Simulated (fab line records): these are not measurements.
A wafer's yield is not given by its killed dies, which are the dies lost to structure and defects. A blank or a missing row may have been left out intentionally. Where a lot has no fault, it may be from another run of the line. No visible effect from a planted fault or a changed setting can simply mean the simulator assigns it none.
fab line records | flow n5Finfet
record lots=6 wafers=18 lastDay=19
route steps=1938 shown BEOL_M2@889 BEOL_M4@1111
lots with no fault: from the same line, run without faults
startH: hours from the record's first day to the start of the lot's first wafer shown | waitH: hours elapsed since this lot's preceding step | " repeats the value in the row above | L1.1+2: a single row standing in for several wafers | - value missing, or start not given | * or withheld: withheld | < > ~ a bound
route shown NAME@n: NAME is a module with steps in the file, n the number in the route of the first one | usual: mean/standard deviation of fault-free wafers | same: alike in all rows | chamber/n: place in a boat | sites: readings site by site | _std_site: their standard deviation | _edge_site: inner sites' mean taken away from outer sites' mean | radiusMm: how far each site lies from the wafer's centre | mask NAME#n: copy n | behind: tool/chamber where the wafer was last shaped | hold: cause of the lot's hold/its duration in hours/its outcome | device: whichever transistor did not switch (one of n, p or np) | end of line: tests run on the same wafers once the route is complete | for a step that has no rows: nothing shown but its recipe | killed: dies lost to structure and defects at the first sort, not the wafer's yield | map: the dies of a wafer, with x for killed, . for not killed, _ for no die there
set.NAME: the setting that was run; set.NAME@STEP: the one run at that earlier step | model.NAME: the simulator's own value behind a step, which no gauge read
lots at selected steps of the route; one table per step, one row per wafer
services: a tool's chamber out of use, with start hour (startH, from the record's first day; less than 0 if before it), hours out, and reason
## steps
# step N5_BEOL_M2_STRIP_36
# recipe chemistry=N2/H2 powerW=450 tempC=40 pressureMtorr=20 rfFrequencyHz=6e+07 overashFraction=0.3 biasPowerW=7 h2Frac=0.5 n2FlowSccm=200 h2FlowSccm=200
# step N5_BEOL_M2_TRENCH_ETCH_37
# recipe chemistry=C4F6/O2 targetDepthA=555.55 target=SiOC timeS=29.2 ionEnergyEv=250 pressureMtorr=30 sourceW=355 biasW=185 Ar_flow_sccm=300 C4F6_flow_sccm=10 O2_flow_sccm=10
# usual drypumpMotorCurrentA=5.7/0.37 mfcArSccm=299.9/0.91 oesProductAu=0.82/0.1 rfVppV=666/4.1 showerheadPlenumPTorr=2.83/0.077 throttleValvePct=20.75/0.25
# columns lot.wafer tool chamber startH waitH drypumpMotorCurrentA mfcArSccm oesProductAu rfHoursCounterH rfVppV showerheadPlenumPTorr throttleValvePct
L783.2 rieDiel-01 1 - - 5.5 299.8 0.70 218 673 2.82 21.29
L783.4 " 1 " " 5.5 301.2 0.70 - 670 2.82 21.29
L783.6 " 2 " " 5.8 300.9 0.89 - 666 2.79 20.42
L786.3 rieDiel-01 2 - - 5.8 299.3 0.86 56 666 2.78 20.44
L786.4 " 3 " " 6.4 299.2 0.96 - 670 2.81 20.66
L786.6 " 1 " " 5.5 297.4 0.69 - 670 2.81 21.30
L788.2 rieDiel-06 1 - - 5.6 298.6 0.74 176 665 2.83 20.69
L788.4 " 0 " " 5.3 299.6 0.83 58 664 3.02 20.81
L788.5 " 2 " " 5.7 300.6 0.91 - 657 2.79 20.66
L800.3 rieDiel-02 2 - - 5.7 298.7 0.84 70 662 2.77 20.65
L800.4 " 0 " " 5.9 299.7 0.70 197 675 2.93 20.63
L800.6 " 0 " " 5.8 300.0 0.71 - 673 2.93 20.64
L802.1 rieDiel-06 2 - - 5.7 298.9 0.85 54 659 2.77 20.71
L802.3 " 3 " " 6.2 298.5 0.96 8 667 3.02 20.58
L802.4 " 0 " " 5.3 298.7 0.80 88 665 3.00 20.86
L801.2 rieDiel-01 3 - - 6.4 301.4 0.88 50 669 2.79 20.72
L801.3 " 2 " " 5.7 300.3 0.82 93 665 2.77 20.49
L801.4 " 1 " " 5.6 299.8 0.94 7 670 2.80 21.00
# step N5_BEOL_M2_ETCH_41
# recipe chemistry=CH3F/O2 target=SiCN targetDepthA=299 taperDeg=2 timeS=52.5 ionEnergyEv=120 maskMaterial=TiN pressureMtorr=30 sourceW=395 biasW=75 Ar_flow_sccm=150 CH3F_flow_sccm=30 O2_flow_sccm=20
# usual drypumpMotorCurrentA=5.7/0.37 mfcArSccm=150.1/0.43 oesProductAu=0.82/0.1 rfVppV=297.0/1.4 showerheadPlenumPTorr=1.99/0.056 throttleValvePct=16.20/0.26
# columns lot.wafer tool chamber startH waitH drypumpMotorCurrentA mfcArSccm oesProductAu rfHoursCounterH rfVppV showerheadPlenumPTorr throttleValvePct
L783.2 rieDiel-01 1 - - 5.5 150.6 0.70 218 296.8 1.98 16.74
L783.4 " 1 " " 5.5 150.1 0.69 - 295.9 1.98 16.77
L783.6 " 2 " " 5.7 150.0 0.88 - 296.2 1.96 15.87
L786.3 rieDiel-01 2 - - 5.7 150.7 0.87 56 296.5 1.95 15.88
L786.4 " 3 " " 6.4 149.9 0.95 - 297.3 1.97 16.08
L786.6 " 1 " " 5.5 149.9 0.69 - 296.5 1.98 16.80
L788.2 rieDiel-06 1 - - 5.6 149.8 0.74 176 298.7 1.99 16.22
L788.4 " 0 " " 5.3 150.2 0.83 58 299.3 2.12 16.20
L788.5 " 2 " " 5.7 149.9 0.91 - 295.6 1.96 16.08
L800.3 rieDiel-02 2 - - 5.7 150.0 0.84 70 295.6 1.94 16.09
L800.4 " 0 " " 5.9 150.2 0.71 197 297.2 2.06 16.15
L800.6 " 0 " " 5.8 150.4 0.71 - 296.8 2.06 16.15
L802.1 rieDiel-06 2 - - 5.7 150.4 0.85 54 298.2 1.95 16.16
L802.3 " 3 " " 6.2 149.9 0.98 8 299.7 2.13 15.99
L802.4 " 0 " " 5.3 149.6 0.79 88 300.5 2.11 16.28
L801.2 rieDiel-01 3 - - 6.4 149.0 0.87 50 297.9 1.96 16.16
L801.3 " 2 " " 5.7 150.4 0.82 93 296.5 1.94 15.97
L801.4 " 1 " " 5.6 150.1 0.94 7 295.3 1.97 16.37
# step N5_BEOL_M2_STRIP_97
# recipe chemistry=N2/H2 timeS=10 powerW=450 tempC=40 pressureMtorr=20 rfFrequencyHz=6e+07 biasPowerW=7 n2FlowSccm=200 h2FlowSccm=200
# usual drypumpMotorCurrentA=5.7/0.37 oesProductAu=0.82/0.1 rfVppV=59.2/0.81 showerheadPlenumPTorr=2.52/0.072 throttleValvePct=23.52/0.22
# columns lot.wafer tool chamber startH waitH drypumpMotorCurrentA oesProductAu rfHoursCounterH rfVppV showerheadPlenumPTorr throttleValvePct
L783.2 rieDiel-01 1 - - 5.6 0.70 218 59.7 2.51 23.93
L783.4 " 1 " " 5.6 0.69 - 58.7 2.51 23.94
L783.6 " 2 " " 5.7 0.89 - 58.5 2.48 23.27
L786.3 rieDiel-01 2 - - 5.7 0.87 56 59.3 2.47 23.30
L786.4 " 3 " " 6.4 0.96 - 58.9 2.49 23.36
L786.6 " 1 " " 5.5 0.69 - 58.9 2.50 23.97
L788.2 rieDiel-06 1 - - 5.6 0.73 176 60.6 2.52 23.27
L788.4 " 0 " " 5.3 0.83 58 58.7 2.69 23.62
L788.5 " 2 " " 5.7 0.91 - 58.8 2.48 23.39
L800.3 rieDiel-02 2 - - 5.7 0.84 70 59.6 2.47 23.53
L800.4 " 0 " " 5.9 0.70 197 59.7 2.62 23.50
L800.6 " 0 " " 5.9 0.70 - 59.3 2.62 23.51
L802.1 rieDiel-06 2 - - 5.7 0.85 54 59.4 2.47 23.42
L802.3 " 3 " " 6.2 0.97 8 60.2 2.72 23.73
L802.4 " 0 " " 5.3 0.79 88 59.2 2.68 23.67
L801.2 rieDiel-01 3 - - 6.4 0.89 50 59.2 2.48 23.41
L801.3 " 2 " " 5.7 0.82 93 59.3 2.46 23.34
L801.4 " 1 " " 5.5 0.95 7 59.1 2.49 23.72
# step N5_BEOL_M2_OCD_MEAS_38
# usual trenchDepthNm=55.9/0.71
# columns lot.wafer tool chamber startH waitH trenchDepthNm
L783.2 ocd-02 - 157.38 - 55.3
L783.4 " - " " 55.1
L783.6 " - " " 55.9
L786.3 ocd-02 - 183.25 - 56.1
L786.4 " - " " 55.7
L786.6 " - " " 54.9
L788.2 ocd-02 - 193.25 - 54.8
L788.4 " - " " 56.7
L788.5 " - " " 56.7
L800.3 ocd-01 - 261.67 - 56.0
L800.4 " - " " 55.8
L800.6 " - " " 55.3
L802.1 ocd-02 - 283.78 - 56.2
L802.3 " - " " 55.0
L802.4 " - " " 55.9
L801.2 ocd-01 - 284.73 - 56.4
L801.3 " - " " 55.6
L801.4 " - " " 56.7
# step N5_BEOL_M2_HM_STRIP_39
# recipe chemistry=peroxideTinStrip material=TiN targetDepthA=250 tempC=50 timeS=158
# step N5_BEOL_M2_SRD_40
# recipe timeS=30 tempC=23 rinseLiquid=diw dry=ipaMarangoni
# step N5_BEOL_M2_PRECLEAN_42
# recipe chemistry=residueRemover timeS=60 tempC=40
# step N5_BEOL_M2_SRD_43
# recipe timeS=30 tempC=23 rinseLiquid=diw dry=ipaMarangoni
# step N5_BEOL_M2_CD_MEAS_35
# recipe targetCdNm=18 targetCdYNm=22.2 polarity=opening
# usual cdNm=18.07/0.28
# columns lot.wafer tool chamber startH waitH cdNm
L783.2 cdSem-01 - 157.53 0.0 17.68
L783.4 " - " " 18.11
L783.6 " - " " 18.17
L786.3 cdSem-01 - 183.40 0.0 17.93
L786.4 " - " " 18.45
L786.6 " - " " 18.25
L788.2 cdSem-02 - 193.40 0.0 17.82
L788.4 " - " " 18.48
L788.5 " - " " 18.10
L800.3 cdSem-01 - 261.83 0.0 17.86
L800.4 " - " " 18.15
L800.6 " - " " 17.72
L802.1 cdSem-02 - 283.93 0.0 17.69
L802.3 " - " " 18.34
L802.4 " - " " 17.95
L801.2 cdSem-03 - 284.90 0.0 18.05
L801.3 " - " " 18.08
L801.4 " - " " 18.35
# step N5_BEOL_M2_DEGAS_44
# recipe ambient=vacuum tempC=250 timeS=60
# usual heaterPowerW=338/38
# columns lot.wafer tool chamber startH waitH heaterPowerW
L783.2 pvdSputter-02 - 157.97 0.4 342
L783.4 " - " " 354
L783.6 " - " " 310
L786.3 pvdSputter-02 - 183.61 0.2 341
L786.4 " - " " 305
L786.6 " - " " 352
L788.2 pvdSputter-03 - 193.74 0.3 278
L788.4 " - " " 384
L788.5 " - " " 347
L800.3 pvdSputter-01 - 262.07 0.2 308
L800.4 " - " " 303
L800.6 " - " " 377
L802.1 pvdSputter-03 - 284.36 0.4 356
L802.3 " - " " 277
L802.4 " - " " 381
L801.2 pvdSputter-02 - 284.94 0.0 359
L801.3 " - " " 344
L801.4 " - " " 349
# step N5_BEOL_M2_PRE_CLEAN_45
# recipe gas=H2/He timeS=30 tempC=250
# step N5_BEOL_M2_ALD_84
# recipe material=TaN targetThkA=* tempC=275 aldPrecursorFamily=PDMAT aldCoReactant=NH3 pressureTorr=3 carrierFlowSccm=1500 pulseTimeS=2 purgeTimeS=3 coReactantPurgeTimeS=2 coReactantPulseTimeS=3 aldCycles=30 precursorVesselTempC=75 precursorVesselPressureTorr=26.25 precursorVesselCarrierSccm=1000
# usual heaterPowerW=453/61 precursorVesselCarrierSccm=1000.3/2.9 pulseTimeS=2/0
# columns lot.wafer tool chamber startH waitH heaterPowerW precursorVesselCarrierSccm pulseTimeS
L783.2 aldMetal-04 3 158.30 0.3 424 994.6 2
L783.4 " 0 " " 406 998.0 2
L783.6 " 2 " " 361 999.3 2
L786.3 aldMetal-04 1 183.71 0.0 404 999.7 2
L786.4 " 1 " " 391 996.0 2
L786.6 " 3 " " 425 994.4 2
L788.2 aldMetal-02 2 193.84 0.0 528 1001.9 2
L788.4 " 1 " " 411 994.6 2
L788.5 " 1 " " 412 995.9 2
L800.3 aldMetal-02 3 262.20 0.1 558 1000.8 1.2804
L800.4 " 1 " " 415 1004.3 2
L800.6 " 1 " " 417 1000.1 2
L802.1 aldMetal-04 1 284.47 0.0 388 1002.1 2
L802.3 " 0 " " 405 999.0 2
L802.4 " 0 " " 409 1000.3 2
L801.2 aldMetal-02 3 285.27 0.3 559 1000.0 2
L801.3 " 0 " " 503 1000.0 1.2804
L801.4 " 2 " " 520 994.1 2
# step N5_BEOL_M2_SURFACE_TREAT_85
# recipe gas=Ar timeS=* ionEnergyEv=* ionCurrentMaCm2=0.5 pressureMtorr=* arFlowSccm=30
# usual arFlowSccm=29.99/0.09 throttleValvePct=*
# columns lot.wafer tool chamber startH waitH arFlowSccm throttleValvePct
L783.2 pvdSputter-02 - 158.73 0.3 29.73 *
L783.4 " - " " 29.93 *
L783.6 " - " " 29.85 *
L786.3 pvdSputter-02 - 183.95 0.1 30.26 *
L786.4 " - " " 29.95 *
L786.6 " - " " 30.09 *
L788.2 pvdSputter-02 - 194.09 0.1 29.85 *
L788.4 " - " " 30.01 *
L788.5 " - " " 30.13 *
L800.3 pvdSputter-02 - 262.47 0.2 30.13 *
L800.4 " - " " 30.04 *
L800.6 " - " " 29.98 *
L802.1 pvdSputter-01 - 284.70 0.1 29.92 *
L802.3 " - " " 30.12 *
L802.4 " - " " 29.89 *
L801.2 pvdSputter-01 - 286.70 1.3 29.94 *
L801.3 " - " " 29.94 *
L801.4 " - " " 30.02 *
# step N5_BEOL_M4_RC_MEAS_101
# usual DIBL_N=36.1/1.3 DIBL_P=36.1/1.7 IOFF_N=0.154/0.022 IOFF_P=0.201/0.024 ION_N=675/8.9 ION_P=462/5.9 SS_N=71.5/0.49 SS_P=73.3/0.58 VT_N=250.0/2.7 VT_P=-251.3/2.7
# columns lot.wafer tool chamber startH waitH DIBL_N[mV/V] DIBL_P[mV/V] IOFF_N[nA/um] IOFF_P[nA/um] ION_N[uA/um] ION_P[uA/um] SS_N[mV/dec] SS_P[mV/dec] VT_N[mV] VT_P[mV]
L783.2 prober-01 0 187.70 0.2 37.1 38.5 0.202 0.253 691 470 71.3 73.7 244.6 -247.1
L783.4 " 0 " " 34.2 35.0 0.140 0.193 679 466 71.2 73.2 252.5 -251.1
L783.6 " 0 " " 34.3 35.0 0.144 0.188 676 458 70.8 72.9 249.4 -250.9
L786.3 prober-02 0 213.20 0.3 34.1 32.0 0.123 0.167 670 457 70.9 72.1 253.0 -252.4
L786.4 " 0 " " 36.1 33.3 0.144 0.180 671 456 72.4 73.1 250.6 -253.8
L786.6 " 0 " " 37.0 35.1 0.175 0.209 687 466 71.6 73.7 247.1 -250.0
L788.2 prober-02 0 231.85 0.2 35.3 35.3 0.160 0.199 678 463 71.3 73.1 249.7 -249.6
L788.4 " 0 " " 34.9 34.0 0.140 0.175 674 453 71.3 73.1 247.0 -253.1
L788.5 " 0 " " 36.3 36.2 0.158 0.206 664 457 71.7 74.4 252.2 -252.7
L800.3 prober-01 0 294.16 0.3 37.5 38.4 0.182 0.222 683 464 71.7 73.4 245.1 -250.1
L800.4 " 0 " " 37.0 37.5 0.181 0.205 684 460 71.7 72.8 247.8 -250.5
L800.6 " 0 " " 37.1 37.4 0.180 0.210 685 463 71.2 73.5 246.4 -249.2
L801.2 prober-02 0 319.63 0.2 36.8 37.9 0.169 0.246 676 468 71.5 73.4 249.1 -245.1
L801.3 " 0 " " 36.7 37.0 0.156 0.218 673 466 72.0 73.1 247.2 -247.4
L801.4 " 0 " " 37.7 38.4 0.179 0.248 690 475 71.6 74.0 244.3 -248.4
L802.1 prober-01 0 322.46 0.0 34.4 34.5 0.120 0.148 673 461 71.5 72.9 253.3 -257.6
L802.3 " 0 " " 37.1 37.9 0.162 0.182 677 459 71.4 73.9 248.8 -253.7
L802.4 " 0 " " 35.9 36.7 0.149 0.175 671 456 72.4 73.4 249.1 -255.6
## services
# columns tool chamber startH hours kind
aldMetal-02 - 144.38 0.7 repair
rieDiel-01 0 154.18 - clean
rieDiel-01 0 154.18 - consumableReplace:focusRing
rieDiel-01 0 154.18 33.0 scheduledDown
rieDiel-01 0 154.18 33.0 ventCycle
aldMetal-02 2 156.52 9.5 repair
rieDiel-06 1 164.44 9.9 repair
pvdSputter-02 - 174.26 5.0 repair
rieDiel-01 3 177.60 5.2 repair
aldMetal-04 2 180.31 24.7 repair
rieDiel-06 1 183.55 8.8 repair
rieDiel-02 0 212.15 22.1 repair
rieDiel-06 3 215.95 2.9 repair
aldMetal-04 0 231.02 17.6 repair
rieDiel-01 1 240.61 - clean
rieDiel-01 1 240.61 - consumableReplace:focusRing
rieDiel-01 1 240.61 16.8 scheduledDown
rieDiel-01 1 240.61 16.8 ventCycle
rieDiel-06 3 242.73 - clean
rieDiel-06 3 242.73 - consumableReplace:focusRing
rieDiel-06 3 242.73 - consumableReplace:showerhead
aldMetal-04 3 252.16 58.9 repair
aldMetal-04 2 260.18 11.0 repair
rieDiel-02 2 281.00 6.7 repair
## key
firstSign step=N5_BEOL_M2_ALD_84 reading=pulseTimeS direction=down sigmas=99+ usual=* struck=*
effect none on later readings
metAt N5_BEOL_M2_ALD_84
struckWafers L800.3,L801.3
onsetBetween 193.84 262.20
fault kind=processParameterDrift tool=aldMetal-02 chamber=- onsetH=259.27 steps=N5_BEOL_M2_ALD_84 channel=pulseTimeS offset=* shape=step endH=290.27 scope=struckWafersOnly actsIn=* stated=*
